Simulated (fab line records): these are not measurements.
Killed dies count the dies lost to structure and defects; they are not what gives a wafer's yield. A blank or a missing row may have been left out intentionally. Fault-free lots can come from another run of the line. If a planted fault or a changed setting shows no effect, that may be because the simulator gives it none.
Chamber matching	flow n5-finfet	3 sister chambers for N5_BEOL_M2_DEP_57 on pecvd-03
The step deposits SiCN from 3MS/NH3, target thk 8 nm, time 14 s. 6 wafers are shown with their chamber, then 10 later ones without.

== WAFERS, EACH WITH ITS CHAMBER ==
wafer	chamber	showerhead-plenum-p-Torr (Torr)	throttle-valve-pct (%)
L080.4	2	3.668	8.9
L081.1	2	3.673	8.8
L087.2	1	3.675	9.1
L087.5	0	3.652	9.2
L086.2	0	3.657	9.1
L086.4	1	3.677	9.4

== WAFERS WITHOUT THEIR CHAMBER ==
wafer	showerhead-plenum-p-Torr (Torr)	throttle-valve-pct (%)
L086.5	3.647	9.3
L076.3	3.649	9.1
L076.4	3.666	9.1
L076.6	3.659	9.3
L090.2	3.657	8.9
L090.4	3.662	9.1
L090.6	3.673	9.3
L092.1	3.658	9.0
L092.2	3.685	8.4
L092.4	3.673	9.1

== CHAMBER TAKEN BY EACH ==
wafer	from the rows above	in truth
L086.5	0	0
L076.3	0	0
L076.4	can't be placed: 2 or 1 or 0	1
L076.6	0	0
L090.2	0	0
L090.4	can't be placed: 0 or 2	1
L090.6	1	1
L092.1	0	0
L092.2	can't be placed: 2 or 1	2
L092.4	can't be placed: 1 or 2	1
Correctly placed: 6 of 10. Not placeable from these rows: 4 (in 3, the candidates include the true chamber). 0 placed wrongly.
How it was worked out, from the rows above alone: a wafer's distance from a chamber is the root of the sum, over the readings, of the square of ((its reading less the chamber's mean) divided by the reading's scatter). If the next closest chamber is less than 2 further off than the closest, the wafer can't be placed; otherwise it belongs to the closest. For every chamber, the mean is computed from those of its wafers that are shown. How the scatter is found: for the shown wafers, subtract from each reading the mean of its chamber, square and add these, divide the total by (wafers less chambers), then take the root.
